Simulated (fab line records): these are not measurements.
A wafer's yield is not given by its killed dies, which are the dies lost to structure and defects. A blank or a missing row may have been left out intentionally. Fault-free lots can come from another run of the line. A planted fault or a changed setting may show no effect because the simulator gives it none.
Problem report, 8D (eight disciplines) form, completed by code ; flow nand harc ; the parts of the form that need people (team, actions taken, sign-off) are left out

== 1. WHAT WENT WRONG ==
At NHARC_A_SOURCE_PLATE_INSPECT_08, raw defect count averages 1303 over 2 wafers from 2 lots, while fault-free wafers read 64, standard deviation 28. That puts it +44 standard deviations away from the usual mean.
Seen first at day 10 03:26 on defect inspect-02, wafer L529.6. At this step, 42 wafers from 14 lots have a number in the record. By rule, "out" or "out of limits" means more than 4 standard deviations away from the usual mean. The other wafers with a number count as sound.

== 2. WHAT THIS IS AND IS NOT ==
question;is;is not
which readings at this step;raw defect count;-
which lots;L529, L530;L523, L536, L537, L538, L539, L540, L541, L542, L543, L544, L545, L546
which wafers of those lots;L529.6, L530.2;L529.1, L529.2, L530.3, L530.5
read on which gauges;defect inspect-02;defect inspect-01
when;from day 10 03:26;"up to then (5 sound wafers); but 35 sound wafers of L530, L536, L537, L538, L539, L540, L541, L542, L543, L544, L545, L546 came after"

== 3. THE SUSPECTS, EACH WITH WHAT RULES IT OUT ==
Counting: any tool at a process step up to the reading remains a suspect provided it ran every lot that is out. Sound lots after the first of them don't rule it out here, since some wafers of a struck lot are sound.
- the gauge at NHARC_A_SOURCE_PLATE_INSPECT_08: kept. All the wafers that are out were read on defect inspect-02, and no step on other tools shows them out.
- cmp-02 at NHARC_P_BONDPAD_CMP_19 (polishes, t overpolish 30 s, cu recess touch 16 s, target thk 160.81 nm): kept. It ran every lot that is out, first L529 (day 9 04:17).
- pvd sputter-03 at NHARC_A_SOURCE_PLATE_PVD_04 (deposits WSi2, target thk 50 nm): kept. It ran every lot that is out, first L529 (day 9 14:55).
Still standing after the count: cmp-02 at NHARC_P_BONDPAD_CMP_19, pvd sputter-03 at NHARC_A_SOURCE_PLATE_PVD_04, defect inspect-02 at NHARC_A_SOURCE_PLATE_INSPECT_08.

== 4. THE CAUSE (what the simulator had put in) ==
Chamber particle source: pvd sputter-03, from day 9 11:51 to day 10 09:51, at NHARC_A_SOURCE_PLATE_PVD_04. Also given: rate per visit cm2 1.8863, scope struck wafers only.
This tool is one of the 3 suspects left after counting.

== 5. THE CHAIN OF EFFECTS, in route order ==
Rows list readings where the struck wafers' mean (over those with a number) sits beyond 3 standard deviations from the usual. Only readings for which the record gives a usual standard deviation are gone through. hours: the time from each lot's start at the first step in this table that gives one to its start at this step, as a median over the lots. sigmas: the change in usual standard deviations.
hours;step;reading;usual;on struck wafers;change;sigmas
0;NHARC_A_SOURCE_PLATE_INSPECT_08;raw defect count;64;1303;+1239;+44
426;NHARC_END_SORT_01;killed at array;54;120;+66;+3.7
426;NHARC_END_SORT_01;killed dies;59;124;+64;+3.4
Later measuring or inspecting steps at which every struck wafer that the step has a row for has a number for every such reading, and none has moved that far: NHARC_A_ONON_D1_THK_MEAS_27.

== 6. HOW IT WOULD HAVE BEEN CAUGHT EARLIER ==
In this record the first reading out of limits at a measuring or inspecting step was taken at day 10 03:26, 16 hours after the fault began at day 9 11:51.
Lots out: 2; all had begun NHARC_A_SOURCE_PLATE_PVD_04 on pvd sputter-03 by day 10 03:26. Holding the tool at that point would not have protected any of them.
